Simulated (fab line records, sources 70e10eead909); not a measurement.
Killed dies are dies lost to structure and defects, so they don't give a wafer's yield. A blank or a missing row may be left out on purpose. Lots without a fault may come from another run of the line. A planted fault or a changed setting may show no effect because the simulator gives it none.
fab line records | flow nand_harc
record lots=7 wafers=21 last_day=24
route steps=1159 shown A_SGD_CUT@758 END@1159
lots that met no fault: from a run of the same line without faults
start_h: hours from the record's first day to the start of the lot's first wafer shown | wait_h: hours since the lot's step before | " the same as in the row above | L1.1+2: a row that stands for several wafers | - no value, or no start given | * or withheld: withheld | < > ~ a bound
route shown NAME@n: a module of which the file shows steps, and the number in the route of the first | usual: mean/standard deviation of fault-free wafers | same: alike in all rows | chamber/n: place in a boat | sites: the reading at each site | _std_site: their standard deviation | _edge_site: outer sites' mean less inner sites' | radius_mm: how far each site lies from the wafer's centre | mask NAME#n: copy n | behind: the tool/chamber that last shaped the wafer | hold: why the lot was held/for how many hours/how that ended | device: the transistor (n, p or np) that didn't switch | end of line: the same wafers' tests at the end of the route | a step without rows: its recipe alone | killed: dies lost to structure and defects at the first sort, not the wafer's yield | map: a wafer's dies, x killed, . not, _ none there
set.NAME: the setting as run; set.NAME@STEP: as run at that earlier step | model.NAME: the simulator's own value behind a step, which no gauge read
lots at some steps of the route; a table a step, a row a wafer
services: from which hour (start_h, from the record's first day; less than 0 if before it) a tool's chamber was out of use, for how many hours, and why
## steps
# step NHARC_A_SGD_CUT_CD_MEAS_09
# recipe target_cd_nm=100 landing_energy_ev=500
# usual cd_nm=100.0/0.46
# columns lot.wafer tool chamber start_h wait_h cd_nm
L242.2 cd_sem-01 0 358.17 - 100.7
L242.3 " 0 " " 100.4
L242.4 " 0 " " 100.7
L244.2 cd_sem-02 0 370.86 - 100.1
L244.5 " 0 " " 99.9
L244.6 " 0 " " 100.1
L252.1 cd_sem-02 0 427.09 - 99.9
L252.3 " 0 " " 100.1
L252.4 " 0 " " 99.4
L256.1 cd_sem-02 0 443.94 - 100.3
L256.5 " 0 " " 99.8
L256.6 " 0 " " 99.5
L254.1 cd_sem-02 0 444.17 - 100.1
L254.2 " 0 " " 100.4
L254.5 " 0 " " 99.9
L255.3 cd_sem-02 0 444.76 - 100.1
L255.5 " 0 " " 100.3
L255.6 " 0 " " 100.4
L257.2 cd_sem-03 0 454.83 - 99.5
L257.3 " 0 " " 99.6
L257.6 " 0 " " 100.2
# step NHARC_A_SGD_CUT_OVL_MEAS_10
# usual overlay_x_nm=-0.2/0.92 overlay_y_nm=-0.1/0.81
# columns lot.wafer tool chamber start_h wait_h overlay_x_nm overlay_y_nm
L242.2 overlay-01 - 358.25 - 0.5 -0.1
L242.3 " - " " 0.2 -0.2
L242.4 " - " " 0.5 -0.3
L244.2 overlay-01 - 370.95 - 1.9 -1.3
L244.5 " - " " 2.0 -1.0
L244.6 " - " " 2.5 -1.3
L252.1 overlay-01 - 427.18 - 1.5 -0.7
L252.3 " - " " 1.1 -0.8
L252.4 " - " " 1.2 -1.3
L256.1 overlay-02 - 444.03 - 0.3 -0.7
L256.5 " - " " 0.4 -0.6
L256.6 " - " " 0.2 -0.7
L254.1 overlay-01 - 444.26 - 0.6 -0.8
L254.2 " - " " 0.4 -0.3
L254.5 " - " " 0.8 0.2
L255.3 overlay-01 - 444.85 - -1.5 -0.3
L255.5 " - " " -1.3 0.0
L255.6 " - " " -1.4 0.2
L257.2 overlay-01 - 454.91 - 0.2 -0.5
L257.3 " - " " 0.4 0.0
L257.6 " - " " 0.5 -0.4
# step NHARC_A_SGD_CUT_INSPECT_11
# usual raw_defect_count=17/8.6
# columns lot.wafer tool chamber start_h wait_h raw_defect_count
L242.2 defect_inspect-02 - 358.29 0.0 21
L242.3 " - " " 29
L242.4 " - " " 14
L244.2 defect_inspect-01 - 370.99 0.0 11
L244.5 " - " " 13
L244.6 " - " " 16
L252.1 defect_inspect-02 - 427.21 0.0 12
L252.3 " - " " 13
L252.4 " - " " 10
L256.1 defect_inspect-02 - 444.06 0.0 10
L256.5 " - " " 12
L256.6 " - " " 17
L254.1 defect_inspect-01 - 444.30 0.0 9
L254.2 " - " " 10
L254.5 " - " " 10
L255.3 defect_inspect-01 - 444.88 0.0 7
L255.5 " - " " 7
L255.6 " - " " 22
L257.2 defect_inspect-01 - 454.95 0.0 5
L257.3 " - " " 4
L257.6 " - " " 8
# step NHARC_A_SGD_CUT_DESCUM_14
# recipe time_s=3 o2_flow_sccm=200 ar_flow_sccm=0 bias_power_w=0 chemistry=O2
# usual drypump_motor_current_A=5.65/0.23 oes_product_au=0.999/0.0076 rf_vpp_V=57.9/0.91 showerhead_plenum_p_Torr=1.93/0.071 throttle_valve_pct=11.313/0.009
# columns lot.wafer tool chamber start_h wait_h drypump_motor_current_A oes_product_au rf_hours_counter_h rf_vpp_V showerhead_plenum_p_Torr throttle_valve_pct
L242.2 rie_diel-08 2 358.35 0.1 5.70 1.002 5 57.9 1.95 11.312
L242.3 " 1 " " 5.51 0.989 6 57.4 1.91 11.332
L242.4 " 0 " " 5.84 1.003 - 58.8 1.96 11.300
L244.2 rie_diel-04 3 371.07 0.1 6.02 1.005 7 57.9 2.04 11.328
L244.6 " 0 " " 5.58 0.998 - 55.9 1.79 11.323
L244.5 " 1 " " 5.67 1.006 - 58.1 1.88 11.320
L252.4 rie_diel-06 3 427.27 0.1 5.56 1.003 0 56.9 1.84 11.297
L252.1 " 0 " " 5.30 0.996 0 58.5 2.03 11.308
L252.3 " 1 " " 5.60 1.001 0 57.2 1.93 11.322
L256.1 rie_diel-06 2 444.14 0.1 5.88 0.985 1 58.9 1.97 11.324
L256.6 " 0 " " 5.30 0.986 - 58.7 2.02 11.304
L256.5 " 1 " " 5.56 1.006 - 56.9 1.93 11.320
L254.2 rie_diel-08 1 444.36 0.1 5.52 0.985 14 58.1 1.91 11.318
L254.1 " 3 " " 5.48 1.004 14 57.3 1.84 11.303
L254.5 " 1 " " 5.51 1.002 - 57.8 1.91 11.323
L255.3 rie_diel-06 1 445.01 0.1 5.57 1.014 1 58.6 1.93 11.302
L255.5 " 2 " " 5.87 1.003 - 58.7 1.97 11.302
L255.6 " 3 " " 5.57 1.008 - 57.0 1.84 11.310
L257.2 rie_diel-08 3 455.02 0.1 5.50 0.994 15 57.8 1.84 11.302
L257.3 " 1 " " 5.50 0.996 15 57.2 1.91 11.309
L257.6 " 2 " " 5.71 0.996 - 57.6 1.95 11.307
# step NHARC_A_SGD_CUT_ETCH_58
# recipe target_depth_a=390 over_etch_frac=0.3 time_s=65 ion_energy_ev=80 cf4_flow_sccm=150 ar_flow_sccm=0 rf_w=300 bias_w=100 chemistry=CF4
# step NHARC_A_SGD_CUT_ETCH_59
# recipe target_depth_a=2600 over_etch_frac=0.25 time_s=406.25 ion_energy_ev=200 n2_flow_sccm=150 h2_flow_sccm=150 ar_flow_sccm=0 rf_w=400 bias_w=150 chemistry=N2/H2
# usual drypump_motor_current_A=5.66/0.24 oes_product_au=0.998/0.0076 rf_vpp_V=431.0/2.2 showerhead_plenum_p_Torr=2.06/0.077 throttle_valve_pct=14.172/0.0082
# columns lot.wafer tool chamber start_h wait_h drypump_motor_current_A oes_product_au rf_hours_counter_h rf_vpp_V showerhead_plenum_p_Torr throttle_valve_pct
L242.3 rie_diel-08 0 - - 5.84 0.984 7 432.5 2.09 14.178
L242.2 " 2 " " 5.74 0.994 5 431.3 2.08 14.180
L242.4 " 1 " " 5.50 0.990 - 429.2 2.04 14.176
L244.2 rie_diel-04 2 - - 6.28 1.000 7 429.9 2.05 14.180
L244.5 " 2 " " 6.26 1.005 - 431.1 2.05 14.168
L244.6 " 3 " " 6.01 0.998 - 435.4 2.18 14.173
L252.3 rie_diel-06 0 - - 5.29 0.988 0 432.8 2.16 14.187
L252.1 " 2 " " 5.87 0.993 0 431.4 2.11 14.170
L252.4 " 3 " " 5.58 1.017 0 429.0 1.96 14.184
L256.1 rie_diel-06 3 - - 5.57 1.006 2 427.5 1.96 14.176
L256.5 " 2 " " 5.83 0.992 - 432.7 2.10 14.173
L256.6 " 3 " " 5.56 1.005 - 427.8 1.96 14.164
L254.1 rie_diel-08 1 - - 5.51 0.995 14 429.1 2.04 14.166
L254.2 " 3 " " 5.52 0.990 14 426.2 1.96 14.172
L254.5 " 2 " " 5.75 0.997 - 431.7 2.08 14.169
L255.3 rie_diel-06 2 - - 5.86 0.985 1 432.9 2.10 14.189
L255.5 " 2 " " 5.85 0.983 - 432.6 2.11 14.167
L255.6 " 3 " " 5.56 0.996 - 427.0 1.96 14.174
L257.2 rie_diel-08 3 - - 5.51 1.002 15 427.4 1.96 14.173
L257.3 " 0 " " 5.82 0.997 16 431.3 2.09 14.182
L257.6 " 2 " " 5.75 0.998 - 433.2 2.08 14.171
# step NHARC_A_SGD_CUT_ETCH_15
# recipe target_depth_a=750 time_s=64.3 ch3f_flow_sccm=50 o2_flow_sccm=30 ar_flow_sccm=200 rf_w=500 bias_w=100 chemistry=CH3F/O2
# usual drypump_motor_current_A=5.66/0.23 oes_product_au=0.963/0.015 rf_vpp_V=264.1/1.3 showerhead_plenum_p_Torr=2.48/0.086 throttle_valve_pct=20.664/0.0088
# columns lot.wafer tool chamber start_h wait_h drypump_motor_current_A oes_product_au rf_hours_counter_h rf_vpp_V showerhead_plenum_p_Torr throttle_valve_pct
L242.3 rie_diel-08 2 - - 5.75 0.965 5 263.8 2.51 20.659
L242.2 " 0 " " 5.85 0.955 7 264.0 2.52 20.676
L242.4 " 2 " " 5.75 0.956 - 265.2 2.51 20.678
L244.2 rie_diel-04 0 - - 5.58 0.928 7 262.2 2.31 20.664
L244.5 " 2 " " 6.28 0.924 - 264.8 2.48 20.662
L244.6 " 3 " " 6.02 0.934 - 265.8 2.61 20.661
L252.4 rie_diel-06 3 - - 5.57 0.960 0 262.9 2.36 20.658
L252.1 " 0 " " 5.31 0.963 0 264.4 2.60 20.669
L252.3 " 2 " " 5.84 0.971 0 264.6 2.53 20.661
L256.1 rie_diel-06 2 - - 5.84 0.969 1 265.4 2.53 20.657
L256.6 " 2 " " 5.85 0.981 - 264.4 2.53 20.662
L256.5 " 3 " " 5.56 0.987 - 261.1 2.36 20.663
L254.1 rie_diel-08 1 - - 5.52 0.948 14 264.0 2.46 20.661
L254.2 " 3 " " 5.49 0.976 14 262.1 2.37 20.652
L254.5 " 0 " " 5.84 0.973 - 264.8 2.51 20.668
L255.3 rie_diel-06 0 - - 5.30 0.978 2 265.8 2.60 20.660
L255.5 " 1 " " 5.57 0.993 - 264.0 2.47 20.655
L255.6 " 2 " " 5.83 0.959 - 264.3 2.53 20.665
L257.3 rie_diel-08 3 - - 5.49 0.968 15 263.2 2.37 20.660
L257.2 " 1 " " 5.53 0.977 15 263.2 2.46 20.665
L257.6 " 0 " " 5.84 0.979 - 263.6 2.51 20.678
# step NHARC_A_SGD_CUT_ETCH_16
# recipe target_depth_a=3105 time_s=155.2 c4f8_flow_sccm=withheld o2_flow_sccm=8 ar_flow_sccm=withheld rf_w=600 bias_w=800 chemistry=C4F8/O2/Ar
# usual oes_product_au=0.973/0.012 rf_vpp_V=724/3.7
# columns lot.wafer tool chamber start_h wait_h oes_product_au rf_hours_counter_h rf_vpp_V
L242.2 rie_diel-08 1 - - 0.974 6 722
L242.3 " 0 " " 0.976 7 726
L242.4 " 0 " " 0.963 - 726
L244.2 rie_diel-04 1 - - 0.935 8 722
L244.6 " 0 " " 0.942 - 717
L244.5 " 1 " " 0.932 - 722
L252.3 rie_diel-06 0 - - 0.963 0 728
L252.1 " 1 " " 0.983 0 725
L252.4 " 2 " " 0.981 0 726
L256.1 rie_diel-06 1 - - 0.969 1 725
L256.6 " 0 " " 0.962 - 728
L256.5 " 1 " " 0.973 - 725
L254.1 rie_diel-08 0 - - 0.978 15 725
L254.2 " 2 " " 0.972 13 724
L254.5 " 0 " " 0.982 - 726
L255.3 rie_diel-06 2 - - 0.974 2 727
L255.5 " 1 " " 0.996 - 723
L255.6 " 2 " " 0.963 - 725
L257.2 rie_diel-08 2 - - 0.969 14 724
L257.3 " 3 " " 0.976 15 719
L257.6 " 1 " " 0.974 - 724
# step NHARC_A_SGD_CUT_STRIP_60
# recipe c4f8_flow_sccm=withheld o2_flow_sccm=8 ar_flow_sccm=withheld bias_w=0 chemistry=C4F8/O2/Ar
# step NHARC_A_SGD_CUT_STRIP_17
# recipe o2_flow_sccm=500 ar_flow_sccm=0 bias_w=0 chemistry=O2
# usual drypump_motor_current_A=5.66/0.23 oes_product_au=1.000/0.0073 rf_vpp_V=57.9/0.84 showerhead_plenum_p_Torr=3.56/0.12 throttle_valve_pct=17.036/0.0095
# columns lot.wafer tool chamber start_h wait_h drypump_motor_current_A oes_product_au rf_hours_counter_h rf_vpp_V showerhead_plenum_p_Torr throttle_valve_pct
L242.2 rie_diel-08 2 - - 5.72 1.006 6 58.6 3.60 17.040
L242.3 " 0 " " 5.83 0.996 7 56.2 3.61 17.035
L242.4 " 0 " " 5.81 0.996 - 59.6 3.61 17.032
L244.2 rie_diel-04 1 - - 5.68 0.997 8 57.7 3.47 17.055
L244.6 " 0 " " 5.55 1.006 - 56.2 3.32 17.040
L244.5 " 1 " " 5.67 0.991 - 57.0 3.47 17.040
L252.3 rie_diel-06 0 - - 5.32 0.996 0 58.5 3.72 17.023
L252.1 " 1 " " 5.59 1.003 0 58.4 3.55 17.036
L252.4 " 2 " " 5.84 1.001 0 58.5 3.63 17.039
L256.1 rie_diel-06 3 - - 5.56 1.008 2 57.1 3.40 17.042
L256.6 " 2 " " 5.85 1.004 - 58.3 3.63 17.052
L256.5 " 3 " " 5.56 1.011 - 58.8 3.40 17.026
L254.2 rie_diel-08 3 - - 5.53 1.011 14 58.0 3.40 17.052
L254.1 " 2 " " 5.71 1.012 13 57.2 3.59 17.046
L254.5 " 0 " " 5.85 1.003 - 57.5 3.61 17.030
L255.3 rie_diel-06 1 - - 5.61 1.006 1 57.9 3.55 17.028
L255.5 " 2 " " 5.87 0.993 - 57.5 3.63 17.054
L255.6 " 3 " " 5.56 1.006 - 57.4 3.40 17.031
L257.2 rie_diel-08 2 - - 5.72 1.003 14 58.2 3.59 17.039
L257.3 " 0 " " 5.83 0.998 16 58.7 3.61 17.018
L257.6 " 3 " " 5.51 1.005 - 58.2 3.40 17.036
# step NHARC_A_SGD_CUT_PRECLEAN_18
# recipe time_s=* temp_c=50 bath_age_min=0 chemistry=SC1
# step NHARC_A_SGD_CUT_SRD_19
# step NHARC_A_SGD_CUT_DEP_20
# recipe target_thk_a=1500 temp_c=65 material=SiO2
# usual susceptor_temp_C=64.97/0.13
# columns lot.wafer tool chamber start_h wait_h susceptor_temp_C
L242.2 fcvd-01 1 360.18 - 64.97
L242.3 " 1 " " 64.94
L242.4 " 0 " " 65.17
L244.2 fcvd-02 0 372.56 - -
L244.5 " 1 " " -
L244.6 " 0 " " -
L252.1 fcvd-02 0 428.42 - -
L252.3 " 1 " " -
L252.4 " 0 " " -
L256.1 fcvd-01 1 445.27 - 64.92
L256.5 " 0 " " 64.93
L256.6 " 1 " " 65.11
L254.2 fcvd-02 1 445.51 0.1 -
L254.1 " 0 " " -
L254.5 " 0 " " -
L255.3 fcvd-01 0 446.19 - -
L255.5 " 1 " " -
L255.6 " 0 " " -
L257.2 fcvd-02 1 456.12 - 64.68
L257.3 " 0 " " 64.89
L257.6 " 0 " " 64.89
# step NHARC_A_SGD_CUT_ANNEAL_27
# recipe temp_c=450 time_s=1800
# step NHARC_A_SGD_CUT_CMP_21
# recipe target_thk_nm=148.19
# usual motor_current_A=12.5/1.3 time_to_endpoint_s=50.2/2.4
# columns lot.wafer tool chamber start_h wait_h motor_current_A time_to_endpoint_s
L242.3 cmp-04 0 363.65 0.4 14.5 53.0
L242.4 " 2 " " 12.6 50.7
L242.2 " 3 " " 10.4 50.5
L244.2 cmp-02 3 378.88 0.4 10.8 50.3
L244.6 " 3 " " 10.8 53.7
L244.5 " 0 " " 12.0 49.5
L252.3 cmp-02 1 432.98 0.4 13.4 15.8
L252.4 " 2 " " 10.4 17.3
L252.1 " 3 " " 10.6 15.1
L256.1 cmp-04 3 450.30 0.4 10.6 53.8
L256.5 " 3 " " 10.6 46.9
L256.6 " 0 " " 14.8 53.5
L255.3 cmp-01 2 450.30 0.4 12.2 14.2
L255.5 " 2 " " 12.3 15.7
L255.6 " 3 " " 11.7 15.7
L254.2 cmp-02 1 450.30 0.4 12.0 14.6
L254.1 " 3 " " 11.0 15.8
L254.5 " 1 " " 13.4 15.0
L257.3 cmp-04 2 460.52 0.4 12.2 49.5
L257.2 " 3 " " 11.4 48.2
L257.6 " 1 " " 13.5 49.7
# step NHARC_A_SGD_CUT_THK_MEAS_22
# recipe thk_meas_gauge=ellipsometry
# usual thk_nm=148.5/1.3
# columns lot.wafer tool chamber start_h wait_h thk_nm
L242.2 film_metro-01 - 363.90 0.2 149.3
L242.3 " - " " 147.3
L242.4 " - " " 147.3
L244.2 film_metro-02 - 379.13 0.2 149.1
L244.5 " - " " 147.3
L244.6 " - " " 150.7
L252.1 film_metro-01 - 433.23 0.2 49.7
L252.3 " - " " 49.7
L252.4 " - " " 50.7
L256.1 film_metro-01 - 450.55 0.2 145.9
L256.5 " - " " 147.8
L256.6 " - " " 149.6
L254.1 film_metro-02 - 450.56 0.2 47.7
L254.2 " - " " 51.1
L254.5 " - " " 51.2
L255.3 film_metro-01 - 450.56 0.2 47.9
L255.5 " - " " 50.8
L255.6 " - " " 52.4
L257.2 film_metro-01 - 460.72 0.2 149.5
L257.3 " - " " 147.0
L257.6 " - " " 147.9
# step NHARC_A_SGD_CUT_SRD_23
# step NHARC_END_SORT_01
# recipe temp_c=25
# usual killed_at_array=26/8.6 killed_at_other=0.7/0.97 killed_at_periphery=3.2/2.2 killed_dies=30/8.9 killed_open=3.1/1.8 killed_short=2.2/1.8
# same gross_dies=677
# columns lot.wafer tool chamber start_h wait_h killed_at_array killed_at_other killed_at_periphery killed_dies killed_open killed_short
L252.1 prober-02 0 563.81 2.5 676 0 1 677 1 2
L252.3 prober-02 0 565.41 3.1 674 1 2 677 6 0
L252.4 prober-02 0 566.22 3.4 676 0 1 677 2 1
L255.3 prober-01 0 569.28 3.1 669 0 8 677 3 2
L255.5 prober-01 0 570.89 3.7 669 1 7 677 3 0
L255.6 prober-01 0 571.69 4.0 668 0 9 677 4 0
L254.1 prober-02 0 580.52 2.5 675 0 2 677 5 2
L254.2 prober-02 0 581.31 2.8 670 1 6 677 8 10
L254.5 prober-02 0 583.69 3.7 672 1 4 677 2 4
# killed by level:class
L252.1 A_SGD_CUT:area_dep=648 A_CHANNEL_HOLE_D1:chamber_film_flake=11 A_CONTACT:chamber_film_flake=6 A_SLIT:chamber_film_flake=4 A_SGD_CUT:chamber_film_flake=3 A_WL_FILL:chamber_film_flake=2 P_M1:geometric_particle:short=1 A_ONON_D1:geometric_particle:open=1
L252.3 A_SGD_CUT:area_dep=645 A_SGD_CUT:chamber_film_flake=8 A_CHANNEL_HOLE_D1:chamber_film_flake=7 A_CONTACT:chamber_film_flake=5 A_SLIT:chamber_film_flake=2 A_WL_FILL:chamber_film_flake=2 P_CONTACT:geometric_particle:open=1 P_M1:geometric_particle:open=1
L252.4 A_SGD_CUT:area_dep=656 A_CHANNEL_HOLE_D1:chamber_film_flake=7 A_CONTACT:chamber_film_flake=5 A_SGD_CUT:chamber_film_flake=2 A_SLIT:chamber_film_flake=2 A_CHANNEL_HOLE_D1:geometric_particle:short=1 A_CHANNEL_FILL_D1:geometric_particle:open=1 A_M0:geometric_particle:open=1
L255.3 A_SGD_CUT:area_dep=655 A_CHANNEL_HOLE_D1:chamber_film_flake=6 P_M0:chamber_film_flake=4 A_CONTACT:chamber_film_flake=4 A_WL_FILL:chamber_film_flake=2 P_STI:geometric_particle:open=1 P_GATE:geometric_particle:short=1 P_M2:geometric_particle:short=1
L255.5 A_SGD_CUT:area_dep=655 A_CHANNEL_HOLE_D1:chamber_film_flake=5 P_M0:chamber_film_flake=4 A_CONTACT:chamber_film_flake=3 P_GATE:chamber_film_flake=2 A_SLIT:chamber_film_flake=2 P_M1:geometric_particle:open=1 A_SGD_CUT:geometric_particle:open=1
L255.6 A_SGD_CUT:area_dep=643 A_CHANNEL_HOLE_D1:chamber_film_flake=10 P_M0:chamber_film_flake=8 A_WL_FILL:chamber_film_flake=4 A_M0:chamber_film_flake=4 P_CONTACT:geometric_particle:open=1 A_ONON_D1:geometric_particle:open=1 A_CONTACT:geometric_particle:open=1
L254.1 A_SGD_CUT:area_dep=656 A_CHANNEL_HOLE_D1:chamber_film_flake=7 A_CONTACT:chamber_film_flake=4 A_ONON_D1:geometric_particle:short=2 A_CONTACT:geometric_particle:open=2 P_GATE:chamber_film_flake=2 A_CHANNEL_FILL_D1:geometric_particle:open=1 A_WL_FILL:geometric_particle:open=1
L254.2 A_SGD_CUT:area_dep=645 A_CHANNEL_HOLE_D1:chamber_film_flake=8 A_ONON_D1:geometric_particle:open=4 A_WL_FILL:geometric_particle:short=4 P_M0:geometric_particle:open=3 A_CONTACT:chamber_film_flake=3 A_CONTACT:geometric_particle:short=2 A_WL_FILL:chamber_film_flake=2
L254.5 A_SGD_CUT:area_dep=660 A_CHANNEL_HOLE_D1:chamber_film_flake=6 A_BLC:geometric_particle:short=2 P_GATE:geometric_particle:open=1 A_CHANNEL_FILL_D1:geometric_particle:open=1 A_CHANNEL_FILL_D1:geometric_particle:short=1 STARTING-WAFER:geometric_particle:short=1 P_STI:chamber_film_flake=1
# map L252.1 (x killed, . not)
____________x____________
_________xxxxxxx_________
_______xxxxxxxxxxx_______
______xxxxxxxxxxxxx______
_____xxxxxxxxxxxxxxx_____
____xxxxxxxxxxxxxxxxx____
____xxxxxxxxxxxxxxxxx____
___xxxxxxxxxxxxxxxxxxx___
___xxxxxxxxxxxxxxxxxxx___
__xxxxxxxxxxxxxxxxxxxxx__
__xxxxxxxxxxxxxxxxxxxxx__
_xxxxxxxxxxxxxxxxxxxxxxx_
_xxxxxxxxxxxxxxxxxxxxxxx_
_xxxxxxxxxxxxxxxxxxxxxxx_
_xxxxxxxxxxxxxxxxxxxxxxx_
_xxxxxxxxxxxxxxxxxxxxxxx_
xxxxxxxxxxxxxxxxxxxxxxxxx
xxxxxxxxxxxxxxxxxxxxxxxxx
xxxxxxxxxxxxxxxxxxxxxxxxx
xxxxxxxxxxxxxxxxxxxxxxxxx
xxxxxxxxxxxxxxxxxxxxxxxxx
_xxxxxxxxxxxxxxxxxxxxxxx_
_xxxxxxxxxxxxxxxxxxxxxxx_
_xxxxxxxxxxxxxxxxxxxxxxx_
_xxxxxxxxxxxxxxxxxxxxxxx_
_xxxxxxxxxxxxxxxxxxxxxxx_
__xxxxxxxxxxxxxxxxxxxxx__
__xxxxxxxxxxxxxxxxxxxxx__
___xxxxxxxxxxxxxxxxxxx___
___xxxxxxxxxxxxxxxxxxx___
____xxxxxxxxxxxxxxxxx____
____xxxxxxxxxxxxxxxxx____
_____xxxxxxxxxxxxxxx_____
______xxxxxxxxxxxxx______
_______xxxxxxxxxxx_______
_________xxxxxxx_________
____________x____________
# map L254.1 (x killed, . not)
____________x____________
_________xxxxxxx_________
_______xxxxxxxxxxx_______
______xxxxxxxxxxxxx______
_____xxxxxxxxxxxxxxx_____
____xxxxxxxxxxxxxxxxx____
____xxxxxxxxxxxxxxxxx____
___xxxxxxxxxxxxxxxxxxx___
___xxxxxxxxxxxxxxxxxxx___
__xxxxxxxxxxxxxxxxxxxxx__
__xxxxxxxxxxxxxxxxxxxxx__
_xxxxxxxxxxxxxxxxxxxxxxx_
_xxxxxxxxxxxxxxxxxxxxxxx_
_xxxxxxxxxxxxxxxxxxxxxxx_
_xxxxxxxxxxxxxxxxxxxxxxx_
_xxxxxxxxxxxxxxxxxxxxxxx_
xxxxxxxxxxxxxxxxxxxxxxxxx
xxxxxxxxxxxxxxxxxxxxxxxxx
xxxxxxxxxxxxxxxxxxxxxxxxx
xxxxxxxxxxxxxxxxxxxxxxxxx
xxxxxxxxxxxxxxxxxxxxxxxxx
_xxxxxxxxxxxxxxxxxxxxxxx_
_xxxxxxxxxxxxxxxxxxxxxxx_
_xxxxxxxxxxxxxxxxxxxxxxx_
_xxxxxxxxxxxxxxxxxxxxxxx_
_xxxxxxxxxxxxxxxxxxxxxxx_
__xxxxxxxxxxxxxxxxxxxxx__
__xxxxxxxxxxxxxxxxxxxxx__
___xxxxxxxxxxxxxxxxxxx___
___xxxxxxxxxxxxxxxxxxx___
____xxxxxxxxxxxxxxxxx____
____xxxxxxxxxxxxxxxxx____
_____xxxxxxxxxxxxxxx_____
______xxxxxxxxxxxxx______
_______xxxxxxxxxxx_______
_________xxxxxxx_________
____________x____________
## services
# columns tool chamber start_h hours kind
cmp-01 - 335.04 1.0 repair
rie_diel-08 0 335.30 - clean
rie_diel-08 1 335.30 - clean
rie_diel-08 2 335.30 - clean
rie_diel-08 3 335.30 - clean
rie_diel-04 0 346.47 3.3 repair
rie_diel-06 0 348.22 - clean
rie_diel-06 1 348.22 - clean
rie_diel-06 2 354.45 3.2 repair
rie_diel-08 3 356.36 3.5 repair
cmp-01 - 363.92 5.2 repair
cmp-02 - 365.68 2.0 repair
cmp-01 - 375.51 4.0 pm
fcvd-02 - 376.00 13.0 pm
cmp-02 - 379.58 2.0 repair
cmp-01 - 384.66 6.4 repair
rie_diel-06 3 393.45 17.7 repair
cmp-04 - 399.08 4.0 pm
cmp-01 - 401.00 1.9 repair
fcvd-01 1 407.60 16.1 repair
rie_diel-06 - 418.20 9.0 pm
cmp-02 - 424.51 4.0 pm
cmp-01 - 448.42 0.7 repair
cmp-04 - 453.42 0.5 repair
## key
first_sign step=NHARC_A_SGD_CUT_DEP_20 reading=tool_record direction=missing
effect step=NHARC_A_SGD_CUT_CMP_21 reading=time_to_endpoint_s direction=down sigmas=15 usual=* struck=*
effect step=NHARC_A_SGD_CUT_THK_MEAS_22 reading=thk_nm direction=down sigmas=78 usual=148.5 struck=50.1
effect step=NHARC_END_SORT_01 reading=killed_at_array direction=up sigmas=75 usual=26 struck=672
more_kills_born_at NHARC_A_SGD_CUT_DEP_20@fcvd-02=3910 NHARC_A_SGD_CUT_DEP_20@fcvd-01=1953
met_at NHARC_A_SGD_CUT_DEP_20
struck_wafers L252.1,L252.3,L252.4,L254.1,L254.2,L254.5,L255.3,L255.5,L255.6
later_rows_left_out L252.1,L252.3,L252.4,L254.1,L254.2,L254.5,L255.3,L255.5,L255.6
tester_left_out L252,L254,L255
onset_between 372.56 428.42
fault kind=skipped_step_whole tool=fcvd-01,fcvd-02 chamber=- onset_h=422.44 steps=NHARC_A_SGD_CUT_DEP_20 scope=struck_lots_only
# tester_left_out: of these lots the tester's yield and bins aren't shown, on N5 and GAA mostly nor the transistor test; their killed dies are dies lost to structure and defects alone, not to doping, threshold or leakage, so they don't give the yield
# later_rows_left_out: the simulator's readings of these wafers behind a module that went badly wrong aren't trusted and aren't shown, but for the sort
